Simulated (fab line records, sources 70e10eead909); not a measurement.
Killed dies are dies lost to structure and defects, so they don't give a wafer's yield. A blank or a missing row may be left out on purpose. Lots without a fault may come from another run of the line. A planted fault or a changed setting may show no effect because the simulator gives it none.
fab line records | flow nand_harc
record lots=6 wafers=18 last_day=33
route steps=1302 shown A_ZERO_WELL@401 A_SOURCE_PLATE@413 A_ONON_D1@425 END@1302
lots that met no fault: from a run of the same line without faults
start_h: hours from the record's first day to the start of the lot's first wafer shown | wait_h: hours since the lot's step before | " the same as in the row above | L1.1+2: a row that stands for several wafers | - no value, or no start given | * or withheld: withheld | < > ~ a bound
route shown NAME@n: a module of which the file shows steps, and the number in the route of the first | usual: mean/standard deviation of fault-free wafers | same: alike in all rows | chamber/n: place in a boat | sites: the reading at each site | _std_site: their standard deviation | _edge_site: outer sites' mean less inner sites' | radius_mm: how far each site lies from the wafer's centre | mask NAME#n: copy n | behind: the tool/chamber that last shaped the wafer | hold: why the lot was held/for how many hours/how that ended | device: the transistor (n, p or np) that didn't switch | end of line: the same wafers' tests at the end of the route | a step without rows: its recipe alone | killed: dies lost to structure and defects at the first sort, not the wafer's yield | map: a wafer's dies, x killed, . not, _ none there
set.NAME: the setting as run; set.NAME@STEP: as run at that earlier step | model.NAME: the simulator's own value behind a step, which no gauge read
lots at some steps of the route; a table a step, a row a wafer
services: from which hour (start_h, from the record's first day; less than 0 if before it) a tool's chamber was out of use, for how many hours, and why
## steps
# step NHARC_A_ZERO_WELL_CD_MEAS_10
# recipe target_cd_nm=2000 landing_energy_ev=500
# usual cd_nm=1999.8/1.3
# columns lot.wafer tool chamber start_h wait_h cd_nm
L103.1 cd_sem-01 0 210.93 - 1997.3
L103.4 " 0 " " 1998.9
L103.5 " 0 " " 1998.4
L107.2 cd_sem-02 0 250.03 - 1997.9
L107.3 " 0 " " 1997.4
L107.4 " 0 " " 1998.4
L111.2 cd_sem-01 0 285.03 - 1998.1
L111.3 " 0 " " 1999.9
L111.5 " 0 " " 2001.1
L112.2 cd_sem-01 0 298.55 - 2002.6
L112.3 " 0 " " 2002.9
L112.6 " 0 " " 2002.3
L119.1 cd_sem-01 0 368.88 - 2002.6
L119.3 " 0 " " 2001.2
L119.4 " 0 " " 2001.7
L118.1 cd_sem-03 0 370.52 - 1999.9
L118.3 " 0 " " 2000.6
L118.5 " 0 " " 1999.1
# step NHARC_A_ZERO_WELL_HARDBAKE_11
# recipe temp_c=118 time_s=65
# step NHARC_A_ZERO_WELL_DESCUM_12
# recipe time_s=3 o2_flow_sccm=200 ar_flow_sccm=0 bias_power_w=0 chemistry=O2
# usual drypump_motor_current_A=5.8/0.36 o2_flow_sccm=200.0/0.53 oes_product_au=0.997/0.0068 rf_vpp_V=57.8/0.9 showerhead_plenum_p_Torr=1.92/0.096 throttle_valve_pct=11.310/0.0089
# columns lot.wafer tool chamber start_h wait_h drypump_motor_current_A o2_flow_sccm oes_product_au rf_hours_counter_h rf_vpp_V showerhead_plenum_p_Torr throttle_valve_pct
L103.4 rie_diel-06 1 211.08 - 5.7 200.3 0.996 1 57.1 2.05 11.323
L103.1 " 3 " " 5.5 199.8 0.995 1 57.0 1.80 11.305
L103.5 " 2 " " 6.6 199.3 0.992 - 57.6 1.82 11.318
L107.4 rie_diel-06 2 250.19 - 6.6 200.5 0.986 2 57.4 1.81 11.313
L107.2 " 3 " " 5.5 199.1 0.989 2 57.1 1.80 11.295
L107.3 " 0 " " 5.8 200.7 1.002 2 57.6 1.88 11.306
L111.3 rie_diel-06 3 285.18 - 5.5 199.9 0.993 3 56.8 1.80 11.310
L111.2 " 2 " " 6.5 199.5 0.998 4 56.7 1.81 11.312
L111.5 " 3 " " 5.5 199.5 0.999 - 57.3 1.80 11.321
L112.2 rie_diel-06 2 298.70 - 6.6 200.1 0.991 4 58.3 1.81 11.319
L112.3 " 0 " " 5.8 199.8 1.011 3 57.1 1.88 11.321
L112.6 " 3 " " 5.5 199.9 1.008 - 56.6 1.80 11.303
L119.1 rie_diel-06 0 369.03 - 5.8 200.3 0.996 2 56.6 1.88 11.323
L119.4 " 1 " " 5.8 200.6 1.006 2 58.3 2.05 11.313
L119.3 " 2 " " 6.5 199.8 0.999 2 58.6 1.81 11.313
L118.1 rie_diel-01 0 370.68 - 6.1 200.0 0.995 25 58.8 2.04 11.305
L118.3 " 2 " " 5.9 200.2 1.005 24 56.9 1.90 11.321
L118.5 " 1 " " 5.9 199.4 1.002 - 58.5 2.01 11.299
# step NHARC_A_ZERO_WELL_ETCH_19
# recipe target_depth_a=800 overetch_a=240 time_s=87.88 ion_energy_ev=200 n2_flow_sccm=150 h2_flow_sccm=150 ar_flow_sccm=0 rf_w=400 bias_w=150 chemistry=N2/H2
# usual drypump_motor_current_A=5.9/0.37 oes_product_au=0.997/0.0074 rf_vpp_V=430.4/3 showerhead_plenum_p_Torr=2.04/0.1 throttle_valve_pct=14.173/0.0096
# columns lot.wafer tool chamber start_h wait_h drypump_motor_current_A oes_product_au rf_hours_counter_h rf_vpp_V showerhead_plenum_p_Torr throttle_valve_pct
L103.1 rie_diel-06 2 211.17 0.1 6.5 0.985 2 427.4 1.93 14.183
L103.4 " 0 " " 5.7 1.012 1 428.5 2.00 14.165
L103.5 " 3 " " 5.5 0.995 - 426.3 1.91 14.175
L107.4 rie_diel-06 2 250.27 0.1 6.6 0.992 3 429.1 1.93 14.168
L107.3 " 0 " " 5.7 1.001 2 429.7 2.00 14.178
L107.2 " 1 " " 5.7 1.008 2 435.5 2.19 14.179
L111.2 rie_diel-06 3 285.27 0.1 5.5 1.013 3 426.3 1.91 14.168
L111.3 " 0 " " 5.8 1.011 3 429.5 2.00 14.183
L111.5 " 0 " " 5.8 1.001 - 430.0 2.00 14.187
L112.2 rie_diel-06 3 298.79 0.1 5.5 0.999 4 427.8 1.91 14.174
L112.3 " 1 " " 5.8 1.006 4 433.0 2.19 14.173
L112.6 " 3 " " 5.5 0.997 - 426.5 1.91 14.169
L119.4 rie_diel-06 1 369.12 0.1 5.8 1.002 2 434.7 2.18 14.169
L119.3 " 2 " " 6.6 0.987 2 427.0 1.93 14.184
L119.1 " 0 " " 5.8 0.991 2 428.8 2.00 14.174
L118.3 rie_diel-01 1 370.76 0.1 5.9 0.992 25 434.5 2.14 14.184
L118.1 " 3 " " 5.6 1.001 22 428.8 1.96 14.188
L118.5 " 1 " " 5.9 0.999 - 433.0 2.14 14.186
# step NHARC_A_ZERO_WELL_ETCH_13
# recipe target_depth_a=1200 time_s=40.1 hbr_flow_sccm=150 cl2_flow_sccm=50 rf_w=400 icp_w=400 bias_w=100 chemistry=HBr/Cl2
# usual drypump_motor_current_A=5.7/0.38 oes_product_au=1.000/0.0089 throttle_valve_pct=26.405/0.0081
# columns lot.wafer tool chamber start_h wait_h drypump_motor_current_A oes_product_au rf_hours_counter_h throttle_valve_pct
L103.4 rie_si-06 0 211.30 - 5.9 0.992 0.83 26.400
L103.1 " 1 " " 5.4 0.992 0.81 26.404
L103.5 " 3 " " 6.3 1.003 - 26.407
L107.2 rie_si-01 3 250.39 - 5.5 1.016 0.29 26.400
L107.3 " 1 " " 5.9 1.015 0.22 26.388
L107.4 " 2 " " 5.4 1.002 0.23 26.412
L111.2 rie_si-01 3 285.39 - 5.5 1.024 0.50 26.408
L111.3 " 2 " " 5.4 1.001 0.46 26.403
L111.5 " 0 " " 5.7 1.004 - 26.399
L112.2 rie_si-05 1 298.92 - 6.3 1.003 1.12 26.413
L112.3 " 3 " " 5.8 0.998 1.03 26.407
L112.6 " 1 " " 6.3 1.001 - 26.418
L119.3 rie_si-05 0 369.24 - 6.1 1.006 0.38 26.404
L119.1 " 1 " " 6.3 1.010 0.34 26.408
L119.4 " 3 " " 5.8 0.991 0.40 26.404
L118.3 rie_si-06 3 370.89 - 6.3 0.977 0.80 26.415
L118.1 " 0 " " 5.9 0.986 0.59 26.403
L118.5 " 3 " " 6.2 1.001 - 26.404
# step NHARC_A_ZERO_WELL_STRIP_14
# recipe time_s=900 temp_c=130 chemistry=SPM
# step NHARC_A_ZERO_WELL_IMPLANT_15
# recipe energy_kev=150 dose_cm2=1e+13 tilt_deg=7
# step NHARC_A_ZERO_WELL_PRECLEAN_22
# recipe time_s=60 temp_c=50 bath_age_min=0 chemistry=SC1
# step NHARC_A_ZERO_WELL_SRD_23
# step NHARC_A_ZERO_WELL_RTA_16
# recipe temp_c=1000 time_s=10
# usual lamp_power_pct=29.6/0.44 lamp_zone_5_pct=29.6/0.44 wafer_temp_C_max=1005.6/2
# columns lot.wafer tool chamber start_h wait_h lamp_power_pct lamp_zone_5_pct wafer_temp_C_max
L103.1 rtp_anneal-02 0 212.19 - 29.2 29.2 1004.5
L103.4 " 0 " " 29.2 29.2 1004.4
L103.5 " 0 " " 29.3 29.1 1005.6
L107.2 rtp_anneal-01 0 251.32 - 30.1 30.2 1006.6
L107.3 " 0 " " 30.1 30.1 1007.5
L107.4 " 0 " " 30.1 30.1 1008.2
L111.2 rtp_anneal-02 0 286.33 - 29.2 29.3 1005.4
L111.3 " 0 " " 29.2 29.2 1004.0
L111.5 " 0 " " 29.2 29.3 1004.4
L112.2 rtp_anneal-02 0 299.83 - 29.2 29.2 1004.2
L112.3 " 0 " " 29.2 29.2 1004.1
L112.6 " 0 " " 29.2 29.1 1004.0
L119.1 rtp_anneal-02 0 370.14 - 29.3 29.2 1003.5
L119.3 " 0 " " 29.2 29.2 1003.5
L119.4 " 0 " " 29.2 29.2 1003.4
L118.1 rtp_anneal-01 0 371.78 - 30.1 30.1 1006.0
L118.3 " 0 " " 30.1 30.1 1007.2
L118.5 " 0 " " 30.1 30.2 1006.6
# step NHARC_A_ZERO_WELL_INSPECT_17
# usual raw_defect_count=10/5.1
# columns lot.wafer tool chamber start_h wait_h raw_defect_count
L103.1 defect_inspect-02 - 212.39 0.2 5
L103.4 " - " " 6
L103.5 " - " " 10
L107.2 defect_inspect-02 - 251.49 0.1 5
L107.3 " - " " 9
L107.4 " - " " 6
L111.2 defect_inspect-02 - 286.50 0.1 16
L111.3 " - " " 8
L111.5 " - " " 10
L112.2 defect_inspect-02 - 300.00 0.1 17
L112.3 " - " " 9
L112.6 " - " " 7
L119.1 defect_inspect-02 - 370.51 0.3 15
L119.3 " - " " 6
L119.4 " - " " 7
L118.1 defect_inspect-01 - 371.98 0.2 10
L118.3 " - " " 12
L118.5 " - " " 16
# step NHARC_A_SOURCE_PLATE_PRECLEAN_00
# recipe time_s=60 chemistry=HF-LAST
# columns lot.wafer tool chamber start_h wait_h
L103.5+1+4 wet_bench-09 7,3,4 212.44 0.0
L107.4+3+2 wet_bench-07 1,3,4 251.55 0.1
L111.2+5+3 wet_bench-07 2,3,4 286.55 0.1
L112.2+6+3 wet_bench-07 5,6,0 300.05 0.1
L119.1+3+4 wet_bench-07 1,4,6 370.56 0.1
L118.1+5+3 wet_bench-07 3,6,7 372.04 0.1
# step NHARC_A_SOURCE_PLATE_SRD_01
# step NHARC_A_SOURCE_PLATE_OXIDE_02
# recipe target_thk_a=100 temp_c=900 ox_time_s=1362 material=SiO2
# step NHARC_A_SOURCE_PLATE_THK_MEAS_09
# recipe thk_meas_gauge=ellipsometry
# usual thk_nm=9.7/1.1
# columns lot.wafer tool chamber start_h wait_h thk_nm
L103.1 film_metro-02 - 223.13 0.4 8.2
L103.4 " - " " 8.8
L103.5 " - " " 11.8
L107.2 film_metro-02 - 258.71 0.4 10.1
L107.3 " - " " 9.8
L107.4 " - " " 10.0
L111.2 film_metro-02 - 293.86 0.4 10.9
L111.3 " - " " 9.8
L111.5 " - " " 12.3
L112.2 film_metro-02 - 310.23 0.4 8.6
L112.3 " - " " 8.5
L112.6 " - " " 8.9
L119.1 film_metro-01 - 378.98 0.4 8.2
L119.3 " - " " 10.3
L119.4 " - " " 11.5
L118.1 film_metro-01 - 378.98 0.4 10.7
L118.3 " - " " 9.1
L118.5 " - " " 10.5
# step NHARC_A_SOURCE_PLATE_PVD_04
# recipe target_thk_a=500 material=WSi2
# step NHARC_A_SOURCE_PLATE_CVD_03
# recipe target_thk_a=2000 temp_c=620 pressure_mtorr=200 time_s=4000 material=poly-Si
# step NHARC_A_SOURCE_PLATE_ANNEAL_05
# recipe temp_c=850 time_s=1800
# step NHARC_A_SOURCE_PLATE_THK_MEAS_06
# recipe thk_meas_gauge=ellipsometry
# usual thk_nm=200.6/2.2
# columns lot.wafer tool chamber start_h wait_h thk_nm
L103.1 film_metro-01 - 235.61 0.4 198.9
L103.4 " - " " 196.0
L103.5 " - " " 200.0
L107.2 film_metro-01 - 272.63 0.4 202.7
L107.3 " - " " 200.9
L107.4 " - " " 201.0
L111.2 film_metro-02 - 307.61 0.4 200.0
L111.3 " - " " 200.1
L111.5 " - " " 200.8
L112.2 film_metro-02 - 322.79 0.4 201.4
L112.3 " - " " 201.8
L112.6 " - " " 203.0
L118.1 film_metro-02 - 391.74 0.4 202.3
L118.3 " - " " 202.0
L118.5 " - " " 199.8
L119.1 film_metro-01 - 391.74 0.4 199.3
L119.3 " - " " 203.8
L119.4 " - " " 202.8
# step NHARC_A_SOURCE_PLATE_INSPECT_08
# usual raw_defect_count=64/27
# columns lot.wafer tool chamber start_h wait_h hold raw_defect_count
L103.1 defect_inspect-01 - 235.68 0.0 - 23
L103.4 " - " " - 30
L103.5 " - " " - 45
L107.2 defect_inspect-01 - 272.71 0.0 - 45
L107.3 " - " " - 66
L107.4 " - " " - 61
L111.2 defect_inspect-02 - 307.69 0.1 await_dispo/0.2h/release 456
L111.3 " - " " await_dispo/0.2h/release 421
L111.5 " - " " await_dispo/0.2h/release 391
L111.2 defect_inspect-02 - 307.86 0.2 - 445
L111.3 " - " " - 428
L111.5 " - " " - 395
L112.2 defect_inspect-01 - 322.86 0.0 await_dispo/0.2h/release 404
L112.3 " - " " await_dispo/0.2h/release 458
L112.6 " - " " await_dispo/0.2h/release 428
L112.2 defect_inspect-01 - 323.03 0.2 - 416
L112.3 " - " " - 450
L112.6 " - " " - 426
L118.1 defect_inspect-01 - 391.81 0.0 - 130
L118.3 " - " " - 93
L118.5 " - " " - 116
L119.1 defect_inspect-02 - 391.81 0.0 - 46
L119.3 " - " " - 21
L119.4 " - " " - 28
# step NHARC_A_ONON_D1_THK_MEAS_02
# recipe thk_meas_gauge=ellipsometry
# usual thk_nm=998/9.9
# columns lot.wafer tool chamber start_h wait_h thk_nm
L103.1 film_metro-01 - 236.25 - 1007
L103.4 " - " " 1007
L103.5 " - " " 1006
L107.2 film_metro-01 - 273.29 - 1012
L107.3 " - " " 1010
L107.4 " - " " 1011
L111.2 film_metro-02 - 310.46 - 1006
L111.3 " - " " 1006
L111.5 " - " " 1005
L112.2 film_metro-01 - 330.81 - 1002
L112.3 " - " " 1002
L112.6 " - " " 1002
L119.1 film_metro-01 - 392.38 - 1005
L119.3 " - " " 1005
L119.4 " - " " 1003
L118.1 film_metro-02 - 392.38 - 1000
L118.3 " - " " 1002
L118.5 " - " " 1001
# step NHARC_A_ONON_D1_DEP_03
# recipe target_thk_a=10000 n2_flow_sccm=2750 n2o_flow_sccm=2000 nh3_flow_sccm=500 sih4_flow_sccm=210 temp_c=400
# step NHARC_A_ONON_D1_THK_MEAS_05
# recipe thk_meas_gauge=ellipsometry
# usual thk_nm=1002/11
# columns lot.wafer tool chamber start_h wait_h thk_nm
L103.1 film_metro-01 - 236.81 - 1000
L103.4 " - " " 999
L103.5 " - " " 1000
L107.2 film_metro-01 - 273.85 - 1030
L107.3 " - " " 1028
L107.4 " - " " 1031
L111.2 film_metro-02 - 311.03 - 1001
L111.3 " - " " 999
L111.5 " - " " 1000
L112.2 film_metro-02 - 331.67 - 985
L112.3 " - " " 984
L112.6 " - " " 988
L119.1 film_metro-01 - 392.95 - 1004
L119.3 " - " " 1006
L119.4 " - " " 1005
L118.1 film_metro-02 - 392.95 - 1020
L118.3 " - " " 1022
L118.5 " - " " 1022
# step NHARC_A_ONON_D1_DEP_06
# recipe target_thk_a=10000 n2_flow_sccm=2750 n2o_flow_sccm=2000 nh3_flow_sccm=500 sih4_flow_sccm=210 temp_c=400
# step NHARC_A_ONON_D1_THK_MEAS_08
# recipe thk_meas_gauge=ellipsometry
# usual thk_nm=1001/7.8
# columns lot.wafer tool chamber start_h wait_h thk_nm
L103.1 film_metro-01 - 237.38 - 1012
L103.4 " - " " 1012
L103.5 " - " " 1010
L107.2 film_metro-01 - 274.42 - 1012
L107.3 " - " " 1012
L107.4 " - " " 1012
L111.2 film_metro-02 - 311.59 - 990
L111.3 " - " " 991
L111.5 " - " " 990
L112.2 film_metro-02 - 332.24 - 1007
L112.3 " - " " 1008
L112.6 " - " " 1007
L119.1 film_metro-02 - 393.51 - 998
L119.3 " - " " 999
L119.4 " - " " 999
L118.1 film_metro-01 - 393.51 - 1000
L118.3 " - " " 998
L118.5 " - " " 1000
# step NHARC_A_ONON_D1_DEP_09
# recipe target_thk_a=10000 n2_flow_sccm=2750 n2o_flow_sccm=2000 nh3_flow_sccm=500 sih4_flow_sccm=210 temp_c=400
# step NHARC_A_ONON_D1_THK_MEAS_11
# recipe thk_meas_gauge=ellipsometry
# usual thk_nm=1002/11
# columns lot.wafer tool chamber start_h wait_h thk_nm
L103.1 film_metro-01 - 237.95 - 998
L103.4 " - " " 1000
L103.5 " - " " 998
L107.2 film_metro-01 - 274.98 - 996
L107.3 " - " " 995
L107.4 " - " " 997
L111.2 film_metro-02 - 312.16 - 999
L111.3 " - " " 1000
L111.5 " - " " 1001
L112.2 film_metro-01 - 332.81 - 1006
L112.3 " - " " 1006
L112.6 " - " " 1005
L119.1 film_metro-01 - 394.08 - 1000
L119.3 " - " " 1001
L119.4 " - " " 999
L118.1 film_metro-02 - 394.08 - 1011
L118.3 " - " " 1010
L118.5 " - " " 1010
# step NHARC_A_ONON_D1_DEP_12
# recipe target_thk_a=10000 n2_flow_sccm=2750 n2o_flow_sccm=2000 nh3_flow_sccm=500 sih4_flow_sccm=210 temp_c=400
# step NHARC_A_ONON_D1_THK_MEAS_14
# recipe thk_meas_gauge=ellipsometry
# usual thk_nm=1000/8.7
# columns lot.wafer tool chamber start_h wait_h thk_nm
L103.1 film_metro-01 - 238.52 - 999
L103.4 " - " " 996
L103.5 " - " " 999
L107.2 film_metro-02 - 275.55 - 986
L107.3 " - " " 986
L107.4 " - " " 986
L111.2 film_metro-01 - 313.20 - 1014
L111.3 " - " " 1013
L111.5 " - " " 1012
L112.2 film_metro-01 - 333.38 - 998
L112.3 " - " " 1000
L112.6 " - " " 999
L118.1 film_metro-01 - 394.65 - 994
L118.3 " - " " 992
L118.5 " - " " 994
L119.1 film_metro-02 - 394.65 - 991
L119.3 " - " " 993
L119.4 " - " " 994
# step NHARC_A_ONON_D1_ANNEAL_15
# recipe temp_c=750 time_s=3600
# step NHARC_A_ONON_D1_DEP_16
# recipe target_thk_a=10000 n2_flow_sccm=2750 n2o_flow_sccm=2000 nh3_flow_sccm=500 sih4_flow_sccm=210 temp_c=400
# step NHARC_A_ONON_D1_THK_MEAS_18
# recipe thk_meas_gauge=ellipsometry
# usual thk_nm=996/8.7
# columns lot.wafer tool chamber start_h wait_h thk_nm
L103.1 film_metro-02 - 249.67 - 989
L103.4 " - " " 987
L103.5 " - " " 988
L107.2 film_metro-01 - 285.91 - 1008
L107.3 " - " " 1009
L107.4 " - " " 1008
L111.2 film_metro-01 - 318.33 - 998
L111.3 " - " " 996
L111.5 " - " " 1000
L112.2 film_metro-02 - 337.79 - 1003
L112.3 " - " " 1005
L112.6 " - " " 1003
L118.1 film_metro-01 - 403.98 - 992
L118.3 " - " " 993
L118.5 " - " " 993
L119.1 film_metro-02 - 404.00 - 998
L119.3 " - " " 997
L119.4 " - " " 998
# step NHARC_A_ONON_D1_DEP_19
# recipe target_thk_a=10000 n2_flow_sccm=2750 n2o_flow_sccm=2000 nh3_flow_sccm=500 sih4_flow_sccm=210 temp_c=400
# step NHARC_A_ONON_D1_THK_MEAS_21
# recipe thk_meas_gauge=ellipsometry
# usual thk_nm=1001/9.2
# columns lot.wafer tool chamber start_h wait_h thk_nm
L103.1 film_metro-01 - 250.24 - 989
L103.4 " - " " 988
L103.5 " - " " 991
L107.2 film_metro-01 - 286.47 - 982
L107.3 " - " " 982
L107.4 " - " " 979
L111.2 film_metro-01 - 318.90 - 984
L111.3 " - " " 987
L111.5 " - " " 987
L112.2 film_metro-02 - 338.36 - 1006
L112.3 " - " " 1005
L112.6 " - " " 1005
L118.1 film_metro-02 - 404.54 - 1002
L118.3 " - " " 1003
L118.5 " - " " 1002
L119.1 film_metro-01 - 404.56 - 1009
L119.3 " - " " 1008
L119.4 " - " " 1008
# step NHARC_A_ONON_D1_DEP_22
# recipe target_thk_a=10000 n2_flow_sccm=2750 n2o_flow_sccm=2000 nh3_flow_sccm=500 sih4_flow_sccm=210 temp_c=400
# step NHARC_A_ONON_D1_THK_MEAS_24
# recipe thk_meas_gauge=ellipsometry
# usual thk_nm=999/10
# columns lot.wafer tool chamber start_h wait_h thk_nm
L103.1 film_metro-02 - 250.81 - 998
L103.4 " - " " 997
L103.5 " - " " 996
L107.2 film_metro-01 - 287.04 - 996
L107.3 " - " " 997
L107.4 " - " " 996
L111.2 film_metro-02 - 319.49 - 990
L111.3 " - " " 988
L111.5 " - " " 989
L112.2 film_metro-01 - 338.93 - 1009
L112.3 " - " " 1008
L112.6 " - " " 1007
L118.1 film_metro-01 - 405.11 - 1021
L118.3 " - " " 1021
L118.5 " - " " 1021
L119.1 film_metro-02 - 405.13 - 1012
L119.3 " - " " 1012
L119.4 " - " " 1012
# step NHARC_A_ONON_D1_DEP_25
# recipe target_thk_a=10000 n2_flow_sccm=2750 n2o_flow_sccm=2000 nh3_flow_sccm=500 sih4_flow_sccm=210 temp_c=400
# step NHARC_END_SORT_01
# recipe temp_c=25
# usual defect_limited_yield=91.9/2.2 killed_at_array=50/14 killed_at_other=0.9/1 killed_at_periphery=3.9/2.5 killed_dies=55/15 killed_open=3.5/1.9 killed_short=2.5/1.7 sort_bin_2_pct=3.0/1.1 sort_bin_3_pct=0.6/0.33 sort_bin_4_pct=4.6/1.1 sort_n_pass=622/15 sort_rim_yield_pct=90/3.8 sort_yield_pct=91.9/2.2
# same gross_dies=677 sort_bin_5_pct[%]=0 sort_bin_6_pct[%]=0 sort_bin_7_pct[%]=0 sort_bin_8_pct[%]=0 sort_rim_n_gross=106.00
# columns lot.wafer tool chamber start_h wait_h defect_limited_yield[%] killed_at_array killed_at_other killed_at_periphery killed_dies killed_open killed_short sort_bin_2_pct[%] sort_bin_3_pct[%] sort_bin_4_pct[%] sort_n_pass sort_rim_yield_pct[%] sort_yield_pct[%]
L103.1 prober-01 0 630.48 2.5 89.2 68 1 4 73 5 1 4.9 0.3 5.6 604 88 89.2
L103.4 prober-01 0 632.89 3.4 88.8 70 0 6 76 6 0 4.4 1.0 5.8 601 92 88.8
L103.5 prober-01 0 633.69 3.7 87.7 76 2 5 83 2 2 4.4 1.0 6.8 594 87 87.7
# killed by level:class
L103.1 A_CHANNEL_HOLE_D2:chamber_film_flake=34 A_CHANNEL_HOLE_D1:chamber_film_flake=15 A_CONTACT:chamber_film_flake=7 A_WL_FILL:chamber_film_flake=3 P_CONTACT:chamber_film_flake=2 A_STAIRCASE:chamber_film_flake=2 P_M0:geometric_particle:short=1 A_DECK1_JOINT:geometric_particle:open=1
L103.4 A_CHANNEL_HOLE_D1:chamber_film_flake=26 A_CHANNEL_HOLE_D2:chamber_film_flake=26 A_CONTACT:chamber_film_flake=7 A_STAIRCASE:chamber_film_flake=3 P_CONTACT:geometric_particle:open=2 P_CONTACT:chamber_film_flake=2 A_SLIT:chamber_film_flake=2 A_WL_FILL:chamber_film_flake=2
L103.5 A_CHANNEL_HOLE_D2:chamber_film_flake=39 A_CHANNEL_HOLE_D1:chamber_film_flake=17 A_CONTACT:chamber_film_flake=8 A_WL_FILL:chamber_film_flake=4 P_CONTACT:chamber_film_flake=3 A_DECK1_JOINT:chamber_film_flake=3 THIN_TSV:chamber_film_flake=2 P_GATE:geometric_particle:open=1
## services
# columns tool chamber start_h hours kind
rie_diel-06 0 188.20 - clean
rie_si-01 - 193.00 9.0 pm
rie_diel-01 - 204.32 9.0 pm
wet_bench-07 - 212.66 5.4 repair
rie_si-01 1 225.29 14.7 repair
rie_diel-01 - 227.42 0.2 repair
rie_diel-06 - 233.58 0.5 repair
rie_si-06 - 249.00 9.0 pm
rie_diel-06 2 256.05 3.1 repair
rie_si-01 1 270.19 1.1 repair
rtp_anneal-01 - 290.06 0.6 repair
rie_si-06 0 290.15 7.0 repair
rie_si-05 - 305.01 9.0 pm
rie_diel-01 3 305.68 3.7 repair
rie_diel-06 - 307.20 9.0 pm
rie_diel-01 3 322.22 2.5 repair
rie_si-05 3 330.16 1.7 repair
wet_bench-07 - 336.00 8.0 pm
rie_si-01 3 345.03 4.1 repair
rie_si-05 2 346.19 13.7 repair
wet_bench-09 - 352.80 8.0 pm
rie_si-06 1 363.45 5.9 repair
rie_si-01 - 370.00 9.0 pm
rtp_anneal-01 - 372.00 12.0 pm
## key
first_sign step=NHARC_A_SOURCE_PLATE_INSPECT_08 reading=visit direction=added
effect step=NHARC_A_SOURCE_PLATE_INSPECT_08 reading=raw_defect_count direction=up sigmas=14 usual=64 struck=426
met_at NHARC_A_SOURCE_PLATE_PRECLEAN_00
struck_wafers L111.2,L111.3,L111.5,L112.2,L112.3,L112.6
scrapped_behind NHARC_A_CHANNEL_HOLE_D1_INSPECT_12 L111.2,L111.3,L111.5,L112.2,L112.3,L112.6
onset_between 251.55 286.55
fault kind=chamber_particle_source tool=wet_bench-07 chamber=- onset_h=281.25 steps=NHARC_A_SOURCE_PLATE_PRECLEAN_00 rate_per_visit_cm2=0.52663 end_h=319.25
